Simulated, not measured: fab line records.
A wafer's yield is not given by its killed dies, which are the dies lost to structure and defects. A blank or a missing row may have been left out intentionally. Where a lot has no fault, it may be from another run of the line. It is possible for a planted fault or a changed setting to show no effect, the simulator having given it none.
fab line records | flow n5-finfet
[record] lots = 4 | wafers = 12 | last-day = 17
route steps=1938 shown BEOL_M4@1099 BEOL_M5@1112 BEOL_M7@1324 PASSIVATION@1936
lots with no fault: from the same line, run without faults
start-h: hours from the record's first day to the start of the lot's first wafer shown | wait-h: hours since the lot's step before | " identical to the entry in the row above | L1.1+2: several wafers, shown together as one row | - no value, or no start was given | * or withheld: withheld | < > ~ a bound
route shown NAME@n: NAME is a module with steps in the file, n the number in the route of the first one | usual: average and standard deviation across the fault-free wafers | same: alike in all rows | chamber/n: place in a boat | sites: readings site by site | _std_site: their standard deviation | _edge_site: mean of outer sites minus mean of inner sites | radius-mm: for every site, how far away it sits from the centre of the wafer | mask NAME#n: copy n | behind: the last tool/chamber to shape the wafer | hold: cause of the lot's hold/its duration in hours/its outcome | device: which transistor (n, p or np) failed to switch | end of line: tests run on the same wafers once the route is complete | step lacking rows: just its recipe | killed: at the first sort, the dies lost to defects and structure; wafer yield is something else | map: the dies of a wafer, with x for killed, . for not killed, _ for no die there
set.NAME: setting as actually run; set.NAME@STEP: the setting as run at that earlier step | model.NAME: the simulator's own value behind a step, which no gauge read
certain route steps with their lots: each step a table, each wafer a row
services: from which hour (start-h, from the record's first day; less than 0 if before it) a tool's chamber was out of use, for how many hours, and why
[[steps]]
[step N5_BEOL_M4_ANNEAL_95]
[recipe] temp-c = 400 | time-s = 240 | ambient = vacuum
[step N5_BEOL_M4_SPUTTER_96]
[recipe] material = Cu | target-thk-a = 45 | temp-c = -20 | chamber-pressure-pa = 0.07 | power-w = withheld | time-s = 8.29
[step N5_BEOL_M4_ECD_50]
[recipe] material = Cu | target-thk-a = 3000
[step N5_BEOL_M4_ANNEAL_51]
[recipe] temp-c = 225 | time-s = 90 | ambient = N2
[step N5_BEOL_M4_CMP_52]
[recipe] stop-on = SiOC | t-overpolish-s = 6.8 | down-force-psi = 1 | platen-rpm = 50 | clearing-platen-down-force-psi = 1.5 | clearing-platen-rpm = 50 | post-cmp-clean = cu-alkaline | target-thk-nm = 40 | clearing-platen-pad-velocity-m-s = 0.99484 | pad-velocity-m-s = 0.99484
[step N5_BEOL_M4_PRE_CLEAN_60]
[recipe] gas = NH3/H2 | time-s = 15 | temp-c = * | rf-power-w = 300
[step N5_BEOL_M4_CO_CAP_55]
[recipe] material = Co | target-thk-a = 20 | temp-c = 200 | precursor = CCTBA/H2 | pressure-torr = 30 | time-s = 102.1
[step N5_BEOL_M4_PRE_CLEAN_56]
[recipe] gas = NH3 | time-s = 15 | temp-c = withheld | rf-power-w = 300
[step N5_BEOL_M4_DEP_57]
[recipe] material = SiCN | target-thk-a = 80 | temp-c = withheld | precursor = 3MS/NH3 | pressure-torr = 3 | rf-w = 202 | time-s = 14
[step N5_BEOL_M4_RC_MEAS_101]
[usual] DIBL_N = 36.8/2.2 | DIBL_P = 37.1/2.8 | IOFF_N = 0.17/0.04 | IOFF_P = 0.22/0.049 | ION_N = 672/16 | ION_P = 460/9.2 | SS_N = 71.6/0.69 | SS_P = 73.5/0.78 | VT_N = 249/3.6 | VT_P = -250/3.9
lot.wafer | tool      | chamber | start-h | wait-h | DIBL_N[mV/V] | DIBL_P[mV/V] | IOFF_N[nA/um] | IOFF_P[nA/um] | ION_N[uA/um] | ION_P[uA/um] | SS_N[mV/dec] | SS_P[mV/dec] | VT_N[mV] | VT_P[mV]
L829.3    | prober-01 | 0       | 179.80  | 0.3    | 37.3         | 36.8         | 0.16          | 0.20          | 672          | 451          | 72.1         | 73.7         | 250      | -253
L829.4    | "         | 0       | "       | "      | 37.8         | 37.6         | 0.18          | 0.21          | 677          | 454          | 71.0         | 73.7         | 248      | -250
L829.5    | "         | 0       | "       | "      | 36.9         | 36.7         | 0.16          | 0.21          | 684          | 466          | 71.3         | 73.0         | 250      | -253
L843.1    | prober-02 | 0       | 280.02  | 0.0    | 34.5         | 33.2         | 0.15          | 0.18          | 669          | 458          | 70.5         | 72.3         | 248      | -250
L843.4    | "         | 0       | "       | "      | 36.3         | 36.4         | 0.15          | 0.21          | 665          | 458          | 71.5         | 73.6         | 250      | -251
L843.6    | "         | 0       | "       | "      | 34.2         | 33.5         | 0.12          | 0.18          | 659          | 459          | 71.7         | 73.2         | 253      | -251
L845.2    | prober-02 | 0       | 286.84  | 0.2    | 34.8         | 35.6         | 0.15          | 0.22          | 664          | 464          | 71.4         | 73.7         | 249      | -248
L845.4    | "         | 0       | "       | "      | 37.4         | 38.3         | 0.19          | 0.27          | 671          | 464          | 71.7         | 74.2         | 248      | -245
L845.6    | "         | 0       | "       | "      | 38.3         | 41.1         | 0.23          | 0.34          | 677          | 468          | 72.2         | 74.8         | 245      | -243
L847.1    | prober-02 | 0       | 302.84  | 0.0    | 39.3         | 41.7         | 0.25          | 0.29          | 699          | 467          | 72.4         | 74.8         | 246      | -249
L847.2    | "         | 0       | "       | "      | 34.7         | 37.2         | 0.15          | 0.22          | 696          | 471          | 71.4         | 73.1         | 246      | -250
L847.4    | "         | 0       | "       | "      | 34.2         | 35.6         | 0.14          | 0.18          | 671          | 461          | 71.9         | 73.4         | 250      | -253
[step N5_BEOL_M5_ILD_DEP_00]
[recipe] material = SiCOH_lowk | target-thk-a = 1406.4 | temp-c = 300 | precursor = DEMS/porogen | pressure-torr = 5 | rf-w = 500 | time-s = 25.9
[step N5_BEOL_M5_CURE_79]
[recipe] temp-c = 385 | time-s = 240 | ambient = He/Ar | material = SiCOH_lowk
[step N5_BEOL_M5_PECVD_70]
[recipe] material = SiO2 | target-thk-a = 160 | temp-c = 400 | precursor = TEOS/O2 | pressure-torr = 5.5 | rf-w = 450 | teos-flow-sccm = 53.8 | gas = O2 | flow-sccm = 3000 | time-s = 18
[step N5_BEOL_M5_HM_DEP_02]
[recipe] material = TiN | target-thk-a = 200 | temp-c = 25 | chamber-pressure-pa = 0.49996
[step N5_BEOL_M5_COAT_59]
[recipe] resist = SOC | temp-c = 250 | time-s = 60 | spin-rpm = 1500 | resist-thk-nm = 60
[step N5_BEOL_M5_COAT_60]
[recipe] resist = SiARC | temp-c = 220 | time-s = 60 | spin-rpm = 1500 | resist-thk-nm = 12
[step N5_BEOL_M5_COAT_71]
[recipe] resist = underlayer | temp-c = 205 | time-s = 60 | spin-rpm = 1500 | resist-thk-nm = 5
[step N5_BEOL_M5_COAT_05]
[recipe] resist = CAR-EUV | spin-rpm = 1500 | resist-thk-nm = 30
[step N5_BEOL_M5_EBR_07]
[recipe] solvent = PGMEA | ebr-width-mm = 1.5
[step N5_BEOL_M5_SOFTBAKE_06]
[recipe] temp-c = 110 | time-s = 60 | resist = CAR-EUV
[step N5_BEOL_M5_EXPOSE_08]
[recipe] mask-id = M5 | na = 0.33 | source-shape = annular | sigma-inner = 0.4 | sigma-outer = 0.8 | polarization = unpolarized | target-cd-nm = 28 | dose-mj = 35.75
[step N5_BEOL_M5_PEB_09]
[recipe] peb-temp-c = 100 | peb-time-s = 60 | resist = CAR-EUV
[step N5_BEOL_M5_DEVELOP_10]
[recipe] develop-time-s = 30 | developer = TMAH | resist = CAR-EUV | rinse-liquid = surfactant-rinse | dry = air-spin | dev-temp-c = 23
[step N5_BEOL_M5_DESCUM_16]
[recipe] chemistry = O2 | time-s = 7 | source-power-w = 50 | bias-power-w = 20 | pressure-mtorr = 20 | rf-frequency-hz = 2.712e+07 | temp-c = 40 | resist = CAR-EUV | o2-flow-sccm = 225
[step N5_BEOL_M5_ETCH_72]
[recipe] chemistry = N2/H2 | target = underlayer | target-depth-a = 65 | mask-material = CAR-EUV | time-s = 5.2 | ion-energy-ev = 200 | pressure-mtorr = 30 | source-w = 840 | bias-w = 150 | n2-flow-sccm = 200 | h2-flow-sccm = 200 | ends = cleared
[step N5_BEOL_M5_ETCH_61]
[recipe] chemistry = CF4 | target = SiARC | target-depth-a = 156 | mask-material = CAR-EUV | time-s = 26 | ion-energy-ev = 80 | pressure-mtorr = 40 | source-w = 545 | bias-w = 36 | Ar_flow_sccm = 100 | cf4-flow-sccm = 100 | ends = cleared
[step N5_BEOL_M5_ETCH_62]
[recipe] chemistry = N2/H2 | target = SOC | target-depth-a = 750 | overetch-a = 150 | mask-material = SiARC | temp-c = 40 | time-s = 112.5 | ion-energy-ev = 200 | pressure-mtorr = 30 | source-w = 840 | bias-w = 150 | n2-flow-sccm = 200 | h2-flow-sccm = 200
[step N5_BEOL_M5_STRIP_63]
[recipe] chemistry = N2/H2 | temp-c = 40 | n2-flow-sccm = 200 | h2-flow-sccm = 200 | rf-frequency-hz = 6e+07
[step N5_BEOL_M5_STRIP_73]
[recipe] chemistry = N2/H2 | temp-c = 40 | n2-flow-sccm = 200 | h2-flow-sccm = 200 | rf-frequency-hz = 6e+07
[step N5_BEOL_M5_STRIP_64]
[recipe] chemistry = CF4 | resist = SiARC | power-w = 300 | bias-power-w = 75 | pressure-mtorr = 50 | cf4-flow-sccm = 150 | rf-frequency-hz = 6e+07
[step N5_BEOL_M5_HM_OPEN_17]
[recipe] chemistry = Cl2/BCl3 | target-depth-a = 200 | overetch-a = 60 | target = TiN | mask-material = SOC | ion-energy-ev = 150 | pressure-mtorr = 10 | icp-w = 1000 | bias-w = 126 | Cl2_flow_sccm = 53.25 | bcl3-flow-sccm = 21.75 | Ar_flow_sccm = 25
[step N5_BEOL_M5_STRIP_19]
[recipe] chemistry = O2 | power-w = 400 | temp-c = 40 | pressure-mtorr = 30 | rf-frequency-hz = 6e+07 | bias-power-w = 0 | overash-fraction = 0.2 | o2-flow-sccm = 225
[step N5_BEOL_M5_COAT_65]
[recipe] resist = SOC | temp-c = 250 | time-s = 60 | spin-rpm = 1500 | resist-thk-nm = 60
[step N5_BEOL_M5_COAT_66]
[recipe] resist = SiARC | temp-c = 220 | time-s = 60 | spin-rpm = 1500 | resist-thk-nm = 12
[step N5_BEOL_M7_ECD_50]
[recipe] material = Cu | target-thk-a = 3000
lot.wafer  | tool      | chamber | start-h | wait-h
L829.3+4+5 | ecd-cu-02 | 0,1,1   | 206.75  | 0.1
L843.1+4+6 | ecd-cu-02 | 0,0,1   | 306.84  | 0.1
L845.2+4+6 | ecd-cu-02 | 0,0,1   | 311.76  | 0.1
L847.1+2+4 | ecd-cu-02 | 0,1,0   | 331.63  | 0.1
[step N5_BEOL_M7_CMP_52]
[recipe] stop-on = SiCOH_lowk | t-overpolish-s = 6.9 | down-force-psi = 1 | platen-rpm = 50 | clearing-platen-down-force-psi = 1.5 | clearing-platen-rpm = 50 | post-cmp-clean = cu-alkaline | target-thk-nm = 80 | clearing-platen-pad-velocity-m-s = 0.99484 | pad-velocity-m-s = 0.99484
[usual] clearing-platen-rpm = 49.995/0.024 | motor-current-A = 6.1/0.59 | time-to-endpoint-s = 63/5.2
lot.wafer | tool   | chamber | start-h | wait-h | clearing-platen-rpm | motor-current-A | time-to-endpoint-s
L829.3    | cmp-01 | 1       | 207.16  | 0.2    | 49.951              | 7.1             | 68
L829.4    | "      | 3       | "       | "      | 49.989              | 6.1             | 69
L829.5    | "      | 0       | "       | "      | 50.017              | 6.1             | 59
L843.1    | cmp-04 | 3       | 307.37  | 0.3    | 49.984              | 5.9             | 4
L843.4    | "      | 0       | "       | "      | 49.963              | 6.0             | 3
L843.6    | "      | 2       | "       | "      | 50.011              | 6.4             | 0
L845.2    | cmp-04 | 3       | 312.16  | 0.2    | 49.971              | 5.9             | 0
L845.4    | "      | 2       | "       | "      | 50.014              | 6.7             | 0
L845.6    | "      | 3       | "       | "      | 49.949              | 6.0             | 1
L847.1    | cmp-01 | 2       | 332.02  | 0.3    | 49.994              | 5.2             | 64
L847.2    | "      | 3       | "       | "      | 50.009              | 6.3             | 70
L847.4    | "      | 1       | "       | "      | 49.992              | 7.4             | 68
[step N5_PASSIVATION_PROBE_49]
[usual] defect-limited-yield = 91.1/1.5 | killed_at_M0_to_M3 = 35/11 | killed_at_M4_up = 13/5.7 | killed-at-contacts = 12/5.7 | killed-at-front-end = 40/11 | killed-at-other = 4/4.4 | killed-dies = 105/18 | killed-on-rim = 14/3.9 | killed-open = 68/14 | killed-short = 34/7.4 | sort_bin_5_function = 5.2/1 | sort_bin_6_memory = 3.3/0.67 | sort-n-pass = 1074/18 | sort-yield-pct = 91.0/1.5
[same] gross-dies = 1180 | killed-at-back-side = 0 | sort_bin_4_leakage[%] = 0 | sort_bin_8_speed[%] = 0
lot.wafer | tool      | chamber | start-h | wait-h | defect-limited-yield[%] | killed_at_M0_to_M3 | killed_at_M4_up | killed-at-contacts | killed-at-front-end | killed-at-other | killed-dies | killed-on-rim | killed-open | killed-short | sort_bin_5_function[%] | sort_bin_6_memory[%] | sort-n-pass | sort-yield-pct[%]
L843.1    | prober-01 | -       | 383.10  | 0.0    | 0                       | 23                 | 1111            | 18                 | 27                  | 1               | 1180        | 152           | 60          | 24           | 97.5                   | 2.3                  | 0           | 0
L843.4    | prober-01 | -       | 383.25  | 0.2    | 0                       | 24                 | 1074            | 8                  | 74                  | 0               | 1180        | 152           | 79          | 34           | 95.8                   | 4.1                  | 0           | 0
L843.6    | prober-01 | -       | 383.35  | 0.3    | 0                       | 18                 | 1111            | 12                 | 37                  | 2               | 1180        | 152           | 52          | 30           | 96.9                   | 3.0                  | 0           | 0
L845.2    | prober-01 | -       | 390.79  | 0.1    | 0                       | 30                 | 1072            | 17                 | 55                  | 6               | 1180        | 152           | 81          | 30           | 96.8                   | 3.1                  | 0           | 0
L845.4    | prober-01 | -       | 390.89  | 0.2    | 0                       | 29                 | 1080            | 17                 | 51                  | 3               | 1180        | 152           | 76          | 37           | 95.8                   | 3.6                  | 0           | 0
L845.6    | prober-01 | -       | 390.99  | 0.3    | 0                       | 53                 | 1049            | 9                  | 65                  | 4               | 1180        | 152           | 91          | 46           | 95.9                   | 3.6                  | 0           | 0
// killed by level:class
L843.1 BEOL_M7:area-ecd=1095 MOL_CONTACT_COAG:geometric-particle:open=15 FIN_SAQP:geometric-particle:short=6 BEOL_M2:geometric-particle:open=6 BEOL_M0_SAQP:geometric-particle:open=5 BEOL_M4:geometric-particle:open=5 BEOL_M0:geometric-particle:open=4 BEOL_M1:geometric-particle:open=4
L843.4 BEOL_M7:area-ecd=1057 FIN_SAQP:geometric-particle:open=33 FIN_SAQP:geometric-particle:short=14 FIN_CUT:area-etch=8 MOL_CONTACT_COAG:geometric-particle:open=7 BEOL_M4:geometric-particle:open=7 BEOL_M1:geometric-particle:open=6 BEOL_M0_SAQP:geometric-particle:short=5
L843.6 BEOL_M7:area-ecd=1096 FIN_SAQP:geometric-particle:open=9 MOL_CONTACT_COAG:geometric-particle:open=8 FIN_SAQP:geometric-particle:short=7 GATE_CUT:geometric-particle:short=5 BEOL_M0_SAQP:geometric-particle:open=5 BEOL_M2:geometric-particle:open=5 BEOL_M4:geometric-particle:open=5
L845.2 BEOL_M7:area-ecd=1065 STI_FIN_REVEAL:geometric-particle:open=20 MOL_CONTACT_COAG:geometric-particle:open=15 FIN_SAQP:geometric-particle:short=8 BEOL_M0_SAQP:geometric-particle:open=7 GATE_CUT:geometric-particle:short=5 BEOL_M2:geometric-particle:open=5 BEOL_M1:geometric-particle:open=5
L845.4 BEOL_M7:area-ecd=1066 STI_FIN_REVEAL:geometric-particle:open=17 FIN_SAQP:geometric-particle:short=15 MOL_CONTACT_COAG:geometric-particle:open=15 BEOL_M0_SAQP:geometric-particle:short=8 BEOL_M4:geometric-particle:open=6 FIN_SAQP:geometric-particle:open=5 BEOL_M1:geometric-particle:open=5
L845.6 BEOL_M7:area-ecd=1040 STI_FIN_REVEAL:geometric-particle:open=18 FIN_SAQP:geometric-particle:short=11 BEOL_M0_SAQP:geometric-particle:short=11 BEOL_M0:geometric-particle:open=11 MOL_CONTACT_COAG:geometric-particle:open=9 BEOL_M0_SAQP:geometric-particle:open=8 BEOL_M2:geometric-particle:open=8
// map L843.1 (x killed, . not)
_________________xxxxxxxxxxxx________________
______________xxxxxxxxxxxxxxxxxx_____________
___________xxxxxxxxxxxxxxxxxxxxxxxx__________
__________xxxxxxxxxxxxxxxxxxxxxxxxxx_________
________xxxxxxxxxxxxxxxxxxxxxxxxxxxxxx_______
_______xxxxxxxxxxxxxxxxxxxxxxxxxxxxxxxx______
______xxxxxxxxxxxxxxxxxxxxxxxxxxxxxxxxxx_____
_____xxxxxxxxxxxxxxxxxxxxxxxxxxxxxxxxxxxx____
____xxxxxxxxxxxxxxxxxxxxxxxxxxxxxxxxxxxxxx___
___xxxxxxxxxxxxxxxxxxxxxxxxxxxxxxxxxxxxxxxx__
___xxxxxxxxxxxxxxxxxxxxxxxxxxxxxxxxxxxxxxxx__
__xxxxxxxxxxxxxxxxxxxxxxxxxxxxxxxxxxxxxxxxxx_
__xxxxxxxxxxxxxxxxxxxxxxxxxxxxxxxxxxxxxxxxxx_
_xxxxxxxxxxxxxxxxxxxxxxxxxxxxxxxxxxxxxxxxxxxx
_xxxxxxxxxxxxxxxxxxxxxxxxxxxxxxxxxxxxxxxxxxxx
_xxxxxxxxxxxxxxxxxxxxxxxxxxxxxxxxxxxxxxxxxxxx
_xxxxxxxxxxxxxxxxxxxxxxxxxxxxxxxxxxxxxxxxxxxx
_xxxxxxxxxxxxxxxxxxxxxxxxxxxxxxxxxxxxxxxxxxxx
_xxxxxxxxxxxxxxxxxxxxxxxxxxxxxxxxxxxxxxxxxxxx
_xxxxxxxxxxxxxxxxxxxxxxxxxxxxxxxxxxxxxxxxxxxx
_xxxxxxxxxxxxxxxxxxxxxxxxxxxxxxxxxxxxxxxxxxxx
__xxxxxxxxxxxxxxxxxxxxxxxxxxxxxxxxxxxxxxxxxx_
__xxxxxxxxxxxxxxxxxxxxxxxxxxxxxxxxxxxxxxxxxx_
___xxxxxxxxxxxxxxxxxxxxxxxxxxxxxxxxxxxxxxxx__
___xxxxxxxxxxxxxxxxxxxxxxxxxxxxxxxxxxxxxxxx__
____xxxxxxxxxxxxxxxxxxxxxxxxxxxxxxxxxxxxxx___
_____xxxxxxxxxxxxxxxxxxxxxxxxxxxxxxxxxxxx____
______xxxxxxxxxxxxxxxxxxxxxxxxxxxxxxxxxx_____
_______xxxxxxxxxxxxxxxxxxxxxxxxxxxxxxxx______
________xxxxxxxxxxxxxxxxxxxxxxxxxxxxxx_______
__________xxxxxxxxxxxxxxxxxxxxxxxxxx_________
___________xxxxxxxxxxxxxxxxxxxxxxxx__________
______________xxxxxxxxxxxxxxxxxx_____________
_________________xxxxxxxxxxxx________________
// map L845.2 (x killed, . not)
_________________xxxxxxxxxxxx________________
______________xxxxxxxxxxxxxxxxxx_____________
___________xxxxxxxxxxxxxxxxxxxxxxxx__________
__________xxxxxxxxxxxxxxxxxxxxxxxxxx_________
________xxxxxxxxxxxxxxxxxxxxxxxxxxxxxx_______
_______xxxxxxxxxxxxxxxxxxxxxxxxxxxxxxxx______
______xxxxxxxxxxxxxxxxxxxxxxxxxxxxxxxxxx_____
_____xxxxxxxxxxxxxxxxxxxxxxxxxxxxxxxxxxxx____
____xxxxxxxxxxxxxxxxxxxxxxxxxxxxxxxxxxxxxx___
___xxxxxxxxxxxxxxxxxxxxxxxxxxxxxxxxxxxxxxxx__
___xxxxxxxxxxxxxxxxxxxxxxxxxxxxxxxxxxxxxxxx__
__xxxxxxxxxxxxxxxxxxxxxxxxxxxxxxxxxxxxxxxxxx_
__xxxxxxxxxxxxxxxxxxxxxxxxxxxxxxxxxxxxxxxxxx_
_xxxxxxxxxxxxxxxxxxxxxxxxxxxxxxxxxxxxxxxxxxxx
_xxxxxxxxxxxxxxxxxxxxxxxxxxxxxxxxxxxxxxxxxxxx
_xxxxxxxxxxxxxxxxxxxxxxxxxxxxxxxxxxxxxxxxxxxx
_xxxxxxxxxxxxxxxxxxxxxxxxxxxxxxxxxxxxxxxxxxxx
_xxxxxxxxxxxxxxxxxxxxxxxxxxxxxxxxxxxxxxxxxxxx
_xxxxxxxxxxxxxxxxxxxxxxxxxxxxxxxxxxxxxxxxxxxx
_xxxxxxxxxxxxxxxxxxxxxxxxxxxxxxxxxxxxxxxxxxxx
_xxxxxxxxxxxxxxxxxxxxxxxxxxxxxxxxxxxxxxxxxxxx
__xxxxxxxxxxxxxxxxxxxxxxxxxxxxxxxxxxxxxxxxxx_
__xxxxxxxxxxxxxxxxxxxxxxxxxxxxxxxxxxxxxxxxxx_
___xxxxxxxxxxxxxxxxxxxxxxxxxxxxxxxxxxxxxxxx__
___xxxxxxxxxxxxxxxxxxxxxxxxxxxxxxxxxxxxxxxx__
____xxxxxxxxxxxxxxxxxxxxxxxxxxxxxxxxxxxxxx___
_____xxxxxxxxxxxxxxxxxxxxxxxxxxxxxxxxxxxx____
______xxxxxxxxxxxxxxxxxxxxxxxxxxxxxxxxxx_____
_______xxxxxxxxxxxxxxxxxxxxxxxxxxxxxxxx______
________xxxxxxxxxxxxxxxxxxxxxxxxxxxxxx_______
__________xxxxxxxxxxxxxxxxxxxxxxxxxx_________
___________xxxxxxxxxxxxxxxxxxxxxxxx__________
______________xxxxxxxxxxxxxxxxxx_____________
_________________xxxxxxxxxxxx________________
[[services]]
tool      | chamber | start-h | hours | kind
cmp-04    | -       | 205.68  | 3.3   | repair
ecd-cu-02 | -       | 215.58  | 2.2   | repair
cmp-01    | -       | 229.82  | 3.5   | repair
cmp-04    | -       | 231.46  | 1.4   | repair
cmp-01    | -       | 255.89  | 0.7   | repair
ecd-cu-02 | -       | 272.62  | 4.4   | pm
cmp-04    | -       | 293.85  | 7.3   | pm
cmp-01    | -       | 300.42  | 4.0   | pm
cmp-01    | -       | 304.42  | -     | consumable-replace:conditioner
cmp-01    | -       | 304.42  | -     | consumable-replace:pad
cmp-04    | -       | 306.09  | 0.8   | repair
cmp-04    | -       | 307.92  | 2.7   | repair
cmp-01    | -       | 316.25  | 4.7   | pm
ecd-cu-02 | -       | 322.89  | 4.8   | repair
[[key]]
[first-sign] step = N5_BEOL_M7_CMP_52 | reading = time-to-endpoint-s | direction = down | sigmas = 12 | usual = * | struck = *
[effect] step = N5_PASSIVATION_PROBE_49 | reading = killed_at_M4_up | direction = up | sigmas = 99+ | usual = 13 | struck = 1083
[more-kills-born-at] N5_BEOL_M7_ECD_50@ecd-cu-02 = 6419
met-at N5_BEOL_M7_ECD_50
struck-wafers L843.1,L843.4,L843.6,L845.2,L845.4,L845.6
later-rows-left-out L843.1,L843.4,L843.6,L845.2,L845.4,L845.6
onset-between 206.75 306.84
also-fits N5_BEOL_M7_CMP_52:cmp-04
[fault] kind = skipped-step-whole | tool = ecd-cu-02 | chamber = - | onset-h = 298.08 | steps = N5_BEOL_M7_ECD_50 | scope = struck-lots-only
// later-rows-left-out: the simulator's readings of these wafers behind a module that went badly wrong aren't trusted and aren't shown, but for the sort
